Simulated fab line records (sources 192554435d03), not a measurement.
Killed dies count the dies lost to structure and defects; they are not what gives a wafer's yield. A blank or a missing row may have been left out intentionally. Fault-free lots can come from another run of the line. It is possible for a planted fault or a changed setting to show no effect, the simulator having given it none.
Which tool did it? + flow n5Finfet + 23 lots, 69 wafers sampled, at 6 steps of a route of 1938

## WHAT THE GAUGES SHOWED, per wafer
N5_MOL_CONTACT_COAG_CD_MEAS_101: the cd target is 16 nm. Usual: cdNm at 16.00 nm, with a standard deviation of 0.26.
| lot  | measured     | on       | cdNm (nm)         | flag |
|------|--------------|----------|-------------------|------|
| L074 | day 5 04:04  | cdSem-02 | 16.29 16.12 16.14 |      |
| L075 | day 5 12:45  | cdSem-02 | 16.20 16.14 15.95 |      |
| L076 | day 5 19:21  | cdSem-03 | 15.67 15.95 15.84 |      |
| L077 | day 6 00:17  | cdSem-02 | 15.78 16.03 16.18 |      |
| L078 | day 6 00:49  | cdSem-01 | 15.73 15.83 15.93 |      |
| L079 | day 6 10:55  | cdSem-01 | 16.26 16.12 16.17 |      |
| L080 | day 6 22:38  | cdSem-03 | 16.41 15.70 16.44 |      |
| L081 | day 6 22:47  | cdSem-01 | 16.32 15.99 15.67 |      |
| L082 | day 7 05:10  | cdSem-02 | 15.62 15.90 16.20 |      |
| L083 | day 7 14:11  | cdSem-02 | 16.62 16.08 15.98 |      |
| L084 | day 7 19:15  | cdSem-02 | 16.58 15.84 16.21 |      |
| L086 | day 8 06:34  | cdSem-02 | 16.16 15.88 15.94 |      |
| L085 | day 8 08:02  | cdSem-03 | 16.11 15.89 15.99 |      |
| L087 | day 8 14:35  | cdSem-02 | 16.10 16.46 16.53 |      |
| L089 | day 9 00:36  | cdSem-02 | 16.04 15.94 15.71 |      |
| L088 | day 9 04:08  | cdSem-03 | 15.91 15.58 16.40 |      |
| L090 | day 9 06:43  | cdSem-03 | 16.13 15.56 16.40 |      |
| L091 | day 9 14:05  | cdSem-01 | 15.75 16.11 16.08 |      |
| L092 | day 9 19:00  | cdSem-01 | 16.49 16.04 15.57 |      |
| L093 | day 10 00:26 | cdSem-03 | 16.03 15.45 15.22 |      |
| L094 | day 10 02:28 | cdSem-03 | 16.58 15.98 15.80 |      |
| L096 | day 10 19:46 | cdSem-02 | 15.63 15.97 15.56 |      |
| L097 | day 11 18:01 | cdSem-01 | 15.77 15.92 16.16 |      |

N5_BEOL_M0_SAQP_OVL_MEAS_41. Usual: for M0_CUT1_OVL the level is 0.1 nm and the standard deviation is 0.63.
| lot  | measured     | on         | M0_CUT1_OVL (nm) | flag |
|------|--------------|------------|------------------|------|
| L074 | day 5 14:45  | overlay-01 | -0.9 -1.3 -0.5   |      |
| L075 | day 5 23:23  | overlay-01 | 0.9 0.5 0.5      |      |
| L076 | day 6 05:22  | overlay-01 | -0.2 0.0 -0.8    |      |
| L077 | day 6 09:28  | overlay-01 | 0.5 0.6 -0.1     |      |
| L078 | day 6 14:14  | overlay-02 | 0.2 -0.2 1.0     |      |
| L079 | day 6 20:27  | overlay-01 | -0.4 -1.2 -0.5   |      |
| L080 | day 7 11:18  | overlay-01 | 0.1 0.4 0.5      |      |
| L081 | day 7 12:20  | overlay-02 | -0.9 -0.1 -1.3   |      |
| L082 | day 7 16:17  | overlay-01 | 0.7 0.9 -0.3     |      |
| L083 | day 7 23:04  | overlay-02 | -0.2 0.2 0.7     |      |
| L084 | day 8 04:50  | overlay-01 | -0.2 0.4 0.7     |      |
| L086 | day 8 17:33  | overlay-02 | 0.0 0.2 -0.8     |      |
| L085 | day 8 21:34  | overlay-01 | 0.4 0.5 -0.3     |      |
| L087 | day 9 02:17  | overlay-01 | 0.7 0.8 0.7      |      |
| L089 | day 9 09:51  | overlay-01 | -0.7 -0.5 -0.7   |      |
| L088 | day 9 14:22  | overlay-02 | 0.4 0.1 0.3      |      |
| L090 | day 9 18:14  | overlay-01 | 0.6 0.4 0.7      |      |
| L091 | day 9 23:21  | overlay-01 | 0.5 -0.3 1.2     |      |
| L092 | day 10 10:01 | overlay-02 | -0.1 0.3 0.1     |      |
| L093 | day 10 10:56 | overlay-02 | 0.1 0.2 -0.5     |      |
| L094 | day 10 14:53 | overlay-02 | 1.8 0.9 0.8      |      |
| L096 | day 11 07:14 | overlay-02 | -0.5 0.4 -0.7    |      |
| L097 | day 12 05:29 | overlay-01 | 0.5 0.0 -0.3     |      |

## EACH LOT AND THE TOOL THAT RAN IT (in order: tool; ch and the chambers of the sampled wafers; start)
| lot  | N5_MOL_CONTACT_COAG_ETCH_48       | N5_MOL_CONTACT_COAG_STRIP_72      | N5_MOL_CONTACT_COAG_CMP_52    | N5_BEOL_M0_SAQP_DESCUM_19         |
|------|-----------------------------------|-----------------------------------|-------------------------------|-----------------------------------|
| L074 | rieDiel-03 ch 0,1, day 5 03:47    | rieDiel-03 ch 0,1, day 5 03:50    | cmp-04 ch 0,1,2, day 5 04:34  | rieDiel-05 ch 0,1,3, day 5 09:53  |
| L075 | rieDiel-03 ch 0,3, day 5 12:28    | rieDiel-03 ch 0,3, day 5 12:31    | cmp-02 ch 0,1,3, day 5 13:16  | rieDiel-05 ch 0,1, day 5 19:12    |
| L076 | rieDiel-01 ch 0,1,2, day 5 19:04  | rieDiel-01 ch 0,1,2, day 5 19:07  | cmp-01 ch 0,1,3, day 5 19:53  | rieDiel-06 ch 0,3, day 6 01:26    |
| L077 | rieDiel-01 ch 1,2,3, day 6 00:00  | rieDiel-01 ch 1,2,3, day 6 00:03  | cmp-04 ch 0,3, day 6 00:55    | rieDiel-06 ch 1,2,3, day 6 05:49  |
| L078 | rieDiel-04 ch 0,2,3, day 6 00:32  | rieDiel-04 ch 0,2,3, day 6 00:36  | cmp-01 ch 0,1,2, day 6 01:17  | rieDiel-02 ch 0,1,2, day 6 10:16  |
| L079 | rieDiel-04 ch 0,2,3, day 6 10:38  | rieDiel-04 ch 0,2,3, day 6 10:41  | cmp-01 ch 2,3, day 6 11:24    | rieDiel-02 ch 1,2,3, day 6 16:04  |
| L080 | rieDiel-04 ch 0,1,2, day 6 22:20  | rieDiel-04 ch 0,1,2, day 6 22:24  | cmp-02 ch 1,2,3, day 6 23:05  | rieDiel-02 ch 2,3, day 7 07:28    |
| L081 | rieDiel-03 ch 0,1, day 6 22:30    | rieDiel-03 ch 0,1, day 6 22:33    | cmp-01 ch 1,2, day 6 23:14    | rieDiel-06 ch 0,1, day 7 08:14    |
| L082 | rieDiel-01 ch 1,3, day 7 04:53    | rieDiel-01 ch 1,3, day 7 04:56    | cmp-01 ch 1,2, day 7 05:37    | rieDiel-05 ch 1,2, day 7 11:07    |
| L083 | rieDiel-01 ch 1,2,3, day 7 13:54  | rieDiel-01 ch 1,2,3, day 7 13:57  | cmp-04 ch 0,3, day 7 14:40    | rieDiel-05 ch 0,3, day 7 19:17    |
| L084 | rieDiel-03 ch 0,3, day 7 18:58    | rieDiel-03 ch 0,3, day 7 19:02    | cmp-04 ch 0,2,3, day 7 19:43  | rieDiel-06 ch 1,3, day 8 01:10    |
| L086 | rieDiel-04 ch 1,2,3, day 8 06:16  | rieDiel-04 ch 1,2,3, day 8 06:20  | cmp-04 ch 1,3, day 8 07:03    | rieDiel-02 ch 1,2, day 8 13:23    |
| L085 | rieDiel-04 ch 1,3, day 8 07:45    | rieDiel-04 ch 1,3, day 8 07:49    | cmp-04 ch 2,3, day 8 08:29    | rieDiel-06 ch 1,3, day 8 16:59    |
| L087 | rieDiel-03 ch 1,2, day 8 14:14    | rieDiel-03 ch 1,2, day 8 14:20    | cmp-02 ch 1,2,3, day 8 15:09  | rieDiel-02 ch 1,2, day 8 21:58    |
| L089 | rieDiel-04 ch 0,1,2, day 9 00:19  | rieDiel-04 ch 0,1,2, day 9 00:22  | cmp-04 ch 1,2,3, day 9 01:05  | rieDiel-06 ch 1,2,3, day 9 05:52  |
| L088 | rieDiel-01 ch 0,2,3, day 9 03:52  | rieDiel-01 ch 0,2,3, day 9 03:55  | cmp-04 ch 1,3, day 9 04:36    | rieDiel-05 ch 1,2,3, day 9 10:01  |
| L090 | rieDiel-03 ch 0,1, day 9 06:26    | rieDiel-03 ch 0,1, day 9 06:29    | cmp-04 ch 1,2, day 9 07:12    | rieDiel-05 ch 0,1,3, day 9 14:11  |
| L091 | rieDiel-03 ch 0,1,3, day 9 13:49  | rieDiel-03 ch 0,1,3, day 9 13:52  | cmp-04 ch 0,1,3, day 9 14:32  | rieDiel-05 ch 1,2,3, day 9 19:34  |
| L092 | rieDiel-03 ch 0,1,2, day 9 18:43  | rieDiel-03 ch 0,1,2, day 9 18:46  | cmp-01 ch 2,3, day 9 19:29    | rieDiel-02 ch 0,2,3, day 10 00:33 |
| L093 | rieDiel-04 ch 1,2,3, day 10 00:08 | rieDiel-04 ch 1,2,3, day 10 00:12 | cmp-02 ch 0,2,3, day 10 00:53 | rieDiel-05 ch 0,1,3, day 10 07:05 |
| L094 | rieDiel-04 ch 1,2, day 10 02:11   | rieDiel-04 ch 1,2, day 10 02:14   | cmp-02 ch 0,1, day 10 03:00   | rieDiel-05 ch 1,2, day 10 10:26   |
| L096 | rieDiel-03 ch 2,3, day 10 19:19   | rieDiel-03 ch 2,3, day 10 19:22   | cmp-02 ch 0,1, day 10 20:14   | rieDiel-06 ch 0,1, day 11 02:28   |
| L097 | rieDiel-04 ch 1,3, day 11 17:44   | rieDiel-04 ch 1,3, day 11 17:47   | cmp-01 ch 1,3, day 11 18:30   | rieDiel-06 ch 0,3, day 12 01:46   |
- N5_MOL_CONTACT_COAG_ETCH_48: etches SiOC in C4F6/O2, target depth 15 nm, overetch 4.5 nm, time 17 s.
- N5_MOL_CONTACT_COAG_STRIP_72: strips in N2/H2.
- N5_MOL_CONTACT_COAG_CMP_52: polishes, stops on SiO2, t overpolish 1.5 s, target thk 66.5 nm.
- N5_BEOL_M0_SAQP_DESCUM_19: chemistry O2, time 7.9 s.

## AS READ BY THE TOOLS THEMSELVES (means over the sampled wafers that have a number; for cases with no such wafer, the mark the record gives instead)
N5_MOL_CONTACT_COAG_ETCH_48. Usual: chamberPressureMTorr 10.000 mTorr, standard deviation 0.0085; drypumpMotorCurrentA 5.6 A, standard deviation 0.53; oesProductAu 0.71 a.u., standard deviation 0.075; rfVppV 1594 V, standard deviation 17; showerheadPlenumPTorr 2.88 Torr, standard deviation 0.11; throttleValvePct 40.62 %, standard deviation 0.27.
| lot  | tool       | chamberPressureMTorr (mTorr) | drypumpMotorCurrentA (A) | oesProductAu (a.u.) | rfVppV (V) | showerheadPlenumPTorr (Torr) | throttleValvePct (%) | flag |
|------|------------|------------------------------|--------------------------|---------------------|------------|------------------------------|----------------------|------|
| L074 | rieDiel-03 | 9.996                        | 6.2                      | 0.68                | 1601       | 2.94                         | 40.42                |      |
| L075 | rieDiel-03 | 10.000                       | 5.3                      | 0.62                | 1591       | 2.84                         | 40.51                |      |
| L076 | rieDiel-01 | 9.999                        | 5.4                      | 0.72                | 1604       | 2.97                         | 40.57                |      |
| L077 | rieDiel-01 | 10.005                       | 5.6                      | 0.79                | 1598       | 2.95                         | 40.74                |      |
| L078 | rieDiel-04 | 10.007                       | 5.8                      | 0.66                | 1590       | 2.79                         | 40.58                |      |
| L079 | rieDiel-04 | 9.994                        | 5.8                      | 0.68                | 1590       | 2.79                         | 40.60                |      |
| L080 | rieDiel-04 | 10.002                       | 5.5                      | 0.72                | 1597       | 2.89                         | 40.50                |      |
| L081 | rieDiel-03 | 10.011                       | 5.8                      | 0.62                | 1592       | 2.86                         | 40.30                |      |
| L082 | rieDiel-01 | 10.000                       | 5.5                      | 0.79                | 1603       | 2.94                         | 40.78                |      |
| L083 | rieDiel-01 | 9.998                        | 5.6                      | 0.77                | 1598       | 2.94                         | 40.76                |      |
| L084 | rieDiel-03 | 10.000                       | 5.0                      | 0.61                | 1595       | 2.88                         | 40.85                |      |
| L086 | rieDiel-04 | 10.007                       | 5.7                      | 0.69                | 1580       | 2.85                         | 40.45                |      |
| L085 | rieDiel-04 | 10.001                       | 5.4                      | 0.68                | 1588       | 2.90                         | 40.40                |      |
| L087 | rieDiel-03 | 10.002                       | 5.7                      | 0.70                | 1585       | 2.81                         | 40.73                |      |
| L089 | rieDiel-04 | 9.993                        | 5.5                      | 0.73                | 1597       | 2.88                         | 40.52                |      |
| L088 | rieDiel-01 | 10.001                       | 5.8                      | 0.75                | 1589       | 2.89                         | 40.67                |      |
| L090 | rieDiel-03 | 10.001                       | 5.8                      | 0.81                | 1592       | 2.85                         | 40.39                |      |
| L091 | rieDiel-03 | 10.003                       | 5.6                      | 0.70                | 1597       | 2.90                         | 40.68                |      |
| L092 | rieDiel-03 | 10.000                       | 5.8                      | 0.72                | 1588       | 2.83                         | 40.57                |      |
| L093 | rieDiel-04 | 10.004                       | 5.7                      | 0.74                | 1588       | 2.96                         | 40.53                |      |
| L094 | rieDiel-04 | 9.995                        | 5.4                      | 0.71                | 1587       | 2.95                         | 40.35                |      |
| L096 | rieDiel-03 | 9.995                        | 5.1                      | 0.59                | 1582       | 2.78                         | 40.92                |      |
| L097 | rieDiel-04 | 9.997                        | 5.7                      | 0.78                | 1598       | 3.01                         | 40.68                |      |

N5_MOL_CONTACT_COAG_STRIP_72. Usual: chamberPressureMTorr 20.00 mTorr, standard deviation 0.044; drypumpMotorCurrentA 5.6 A, standard deviation 0.53; oesProductAu 0.84 a.u., standard deviation 0.09; rfVppV 59.1 V, standard deviation 2.1; showerheadPlenumPTorr 2.57 Torr, standard deviation 0.11; throttleValvePct 23.61 %, standard deviation 0.23.
| lot  | tool       | chamberPressureMTorr (mTorr) | drypumpMotorCurrentA (A) | oesProductAu (a.u.) | rfVppV (V) | showerheadPlenumPTorr (Torr) | throttleValvePct (%) | flag |
|------|------------|------------------------------|--------------------------|---------------------|------------|------------------------------|----------------------|------|
| L074 | rieDiel-03 | 19.98                        | 6.2                      | 0.86                | 58.4       | 2.64                         | 23.55                |      |
| L075 | rieDiel-03 | 20.00                        | 5.3                      | 0.70                | 59.7       | 2.54                         | 23.59                |      |
| L076 | rieDiel-01 | 20.03                        | 5.4                      | 0.90                | 59.6       | 2.66                         | 23.46                |      |
| L077 | rieDiel-01 | 19.97                        | 5.6                      | 0.93                | 58.4       | 2.64                         | 23.60                |      |
| L078 | rieDiel-04 | 19.99                        | 5.8                      | 0.82                | 60.3       | 2.48                         | 23.53                |      |
| L079 | rieDiel-04 | 20.02                        | 5.8                      | 0.81                | 60.7       | 2.48                         | 23.54                |      |
| L080 | rieDiel-04 | 20.03                        | 5.5                      | 0.88                | 59.0       | 2.59                         | 23.51                |      |
| L081 | rieDiel-03 | 20.01                        | 5.8                      | 0.75                | 57.3       | 2.56                         | 23.48                |      |
| L082 | rieDiel-01 | 19.99                        | 5.5                      | 0.91                | 60.8       | 2.63                         | 23.64                |      |
| L083 | rieDiel-01 | 20.00                        | 5.6                      | 0.93                | 60.7       | 2.63                         | 23.59                |      |
| L084 | rieDiel-03 | 19.92                        | 5.0                      | 0.71                | 61.1       | 2.58                         | 23.88                |      |
| L086 | rieDiel-04 | 20.01                        | 5.7                      | 0.79                | 57.0       | 2.55                         | 23.55                |      |
| L085 | rieDiel-04 | 20.04                        | 5.4                      | 0.83                | 60.2       | 2.60                         | 23.65                |      |
| L087 | rieDiel-03 | 20.01                        | 5.7                      | 0.76                | 59.2       | 2.51                         | 23.80                |      |
| L089 | rieDiel-04 | 19.97                        | 5.5                      | 0.86                | 59.9       | 2.58                         | 23.52                |      |
| L088 | rieDiel-01 | 19.99                        | 5.8                      | 0.86                | 58.7       | 2.58                         | 23.57                |      |
| L090 | rieDiel-03 | 19.99                        | 5.8                      | 0.93                | 57.4       | 2.55                         | 23.32                |      |
| L091 | rieDiel-03 | 20.00                        | 5.6                      | 0.82                | 59.5       | 2.60                         | 23.64                |      |
| L092 | rieDiel-03 | 20.00                        | 5.8                      | 0.84                | 58.6       | 2.53                         | 23.59                |      |
| L093 | rieDiel-04 | 19.96                        | 5.7                      | 0.88                | 58.7       | 2.65                         | 23.54                |      |
| L094 | rieDiel-04 | 19.99                        | 5.4                      | 0.84                | 60.1       | 2.65                         | 23.53                |      |
| L096 | rieDiel-03 | 20.02                        | 5.1                      | 0.72                | 61.0       | 2.48                         | 24.00                |      |
| L097 | rieDiel-04 | 19.98                        | 5.7                      | 0.88                | 60.5       | 2.70                         | 23.56                |      |

N5_MOL_CONTACT_COAG_CMP_52. Usual: motorCurrentA 11.6 A, standard deviation 1.3; overpolishRunS 1.499 s, standard deviation 0.0086; slurryFilterDpKPa 13.51 kPa, standard deviation 0.13; timeToEndpointS 14.4 s, standard deviation 1.8.
| lot  | tool   | motorCurrentA (A) | overpolishRunS (s) | slurryFilterDpKPa (kPa) | timeToEndpointS (s) | flag |
|------|--------|-------------------|--------------------|-------------------------|---------------------|------|
| L074 | cmp-04 | 11.1              | 1.502              | 13.45                   | 13.1                |      |
| L075 | cmp-02 | 13.1              | 1.500              | 13.45                   | 15.6                |      |
| L076 | cmp-01 | 11.5              | 1.507              | 13.61                   | 12.3                |      |
| L077 | cmp-04 | 11.4              | 1.500              | 13.44                   | 15.1                |      |
| L078 | cmp-01 | 10.9              | 1.492              | 13.38                   | 12.7                |      |
| L079 | cmp-01 | 10.7              | 1.500              | 13.46                   | 14.6                |      |
| L080 | cmp-02 | 12.7              | 1.500              | 13.58                   | 14.1                |      |
| L081 | cmp-01 | 10.6              | 1.504              | 13.45                   | 13.9                |      |
| L082 | cmp-01 | 11.2              | 1.500              | 13.54                   | 17.5                |      |
| L083 | cmp-04 | 11.2              | 1.496              | 13.42                   | 15.1                |      |
| L084 | cmp-04 | 10.6              | 1.489              | 13.67                   | 13.4                |      |
| L086 | cmp-04 | 13.0              | 1.503              | 13.58                   | 15.2                |      |
| L085 | cmp-04 | 11.8              | 1.498              | 13.52                   | 15.6                |      |
| L087 | cmp-02 | 12.5              | 1.503              | 13.42                   | 13.4                |      |
| L089 | cmp-04 | 12.0              | 1.509              | 13.45                   | 13.5                |      |
| L088 | cmp-04 | 12.3              | 1.497              | 13.48                   | 14.4                |      |
| L090 | cmp-04 | 11.3              | 1.497              | 13.58                   | 15.7                |      |
| L091 | cmp-04 | 11.5              | 1.503              | 13.57                   | 13.0                |      |
| L092 | cmp-01 | 10.6              | 1.498              | 13.56                   | 13.0                |      |
| L093 | cmp-02 | 11.9              | 1.504              | 13.55                   | 15.2                |      |
| L094 | cmp-02 | 12.9              | 1.498              | 13.39                   | 13.9                |      |
| L096 | cmp-02 | 13.3              | 1.510              | 13.55                   | 15.2                |      |
| L097 | cmp-01 | 11.3              | 1.498              | 13.45                   | 12.7                |      |

N5_BEOL_M0_SAQP_DESCUM_19. Usual: chamberPressureMTorr 19.998 mTorr, standard deviation 0.018; drypumpMotorCurrentA 5.7 A, standard deviation 0.52; oesProductAu 0.80 a.u., standard deviation 0.065; rfVppV 243.3 V, standard deviation 1.3; showerheadPlenumPTorr 2.10 Torr, standard deviation 0.068; throttleValvePct 20.30 %, standard deviation 0.19.
| lot  | tool       | chamberPressureMTorr (mTorr) | drypumpMotorCurrentA (A) | oesProductAu (a.u.) | rfVppV (V) | showerheadPlenumPTorr (Torr) | throttleValvePct (%) | flag |
|------|------------|------------------------------|--------------------------|---------------------|------------|------------------------------|----------------------|------|
| L074 | rieDiel-05 | 19.992                       | 5.6                      | 0.78                | 244.4      | 2.16                         | 20.16                |      |
| L075 | rieDiel-05 | 20.013                       | 5.7                      | 0.77                | 244.1      | 2.13                         | 20.16                |      |
| L076 | rieDiel-06 | 19.996                       | 5.9                      | 0.78                | 242.4      | 2.05                         | 20.46                |      |
| L077 | rieDiel-06 | 20.004                       | 5.9                      | 0.78                | 241.7      | 2.05                         | 20.55                |      |
| L078 | rieDiel-02 | 19.982                       | 6.1                      | 0.87                | 244.4      | 2.17                         | 20.29                |      |
| L079 | rieDiel-02 | 20.001                       | 5.7                      | 0.88                | 244.3      | 2.14                         | 20.29                |      |
| L080 | rieDiel-02 | 20.001                       | 5.2                      | 0.84                | 243.2      | 2.06                         | 20.19                |      |
| L081 | rieDiel-06 | 20.007                       | 5.5                      | 0.79                | 242.6      | 2.05                         | 20.35                |      |
| L082 | rieDiel-05 | 20.002                       | 5.5                      | 0.87                | 242.6      | 2.07                         | 20.19                |      |
| L083 | rieDiel-05 | 20.000                       | 5.5                      | 0.77                | 243.7      | 2.19                         | 20.18                |      |
| L084 | rieDiel-06 | 19.997                       | 5.6                      | 0.81                | 242.1      | 2.03                         | 20.54                |      |
| L086 | rieDiel-02 | 19.988                       | 6.3                      | 0.87                | 244.8      | 2.20                         | 20.43                |      |
| L085 | rieDiel-06 | 19.998                       | 5.4                      | 0.81                | 241.7      | 2.04                         | 20.47                |      |
| L087 | rieDiel-02 | 19.996                       | 6.3                      | 0.86                | 244.3      | 2.20                         | 20.41                |      |
| L089 | rieDiel-06 | 19.987                       | 5.9                      | 0.77                | 242.5      | 2.04                         | 20.57                |      |
| L088 | rieDiel-05 | 20.000                       | 5.7                      | 0.80                | 243.0      | 2.11                         | 20.19                |      |
| L090 | rieDiel-05 | 19.985                       | 5.6                      | 0.75                | 243.7      | 2.15                         | 20.21                |      |
| L091 | rieDiel-05 | 19.988                       | 5.7                      | 0.80                | 244.5      | 2.11                         | 20.19                |      |
| L092 | rieDiel-02 | 20.006                       | 5.5                      | 0.81                | 243.3      | 2.09                         | 20.22                |      |
| L093 | rieDiel-05 | 20.009                       | 5.6                      | 0.74                | 243.1      | 2.15                         | 20.20                |      |
| L094 | rieDiel-05 | 20.003                       | 5.5                      | 0.84                | 242.6      | 2.06                         | 20.21                |      |
| L096 | rieDiel-06 | 19.996                       | 5.9                      | 0.72                | 241.6      | 2.05                         | 20.33                |      |
| L097 | rieDiel-06 | 20.011                       | 6.1                      | 0.71                | 242.5      | 2.05                         | 20.40                |      |

## THE ANSWER, worked out from the rows above alone
Rule: take the mean of a lot's wafers that have a number; if it is more than 3 standard deviations from the usual mean, the lot is off. A lot without any number at a reading at which 4 lots or more have one is off too. Any other lot the step has rows for is counted as sound. First the gauges in route order, then the tools' own readings, where a lot's mean is used as printed above. The first step at which some lot is off is used, and at that step the reading that is off furthest; a lot without a number counts as furthest.
No lot is off at any reading shown: from this, nothing can be told.

## WHAT HAD BEEN PUT IN BY THE SIMULATOR
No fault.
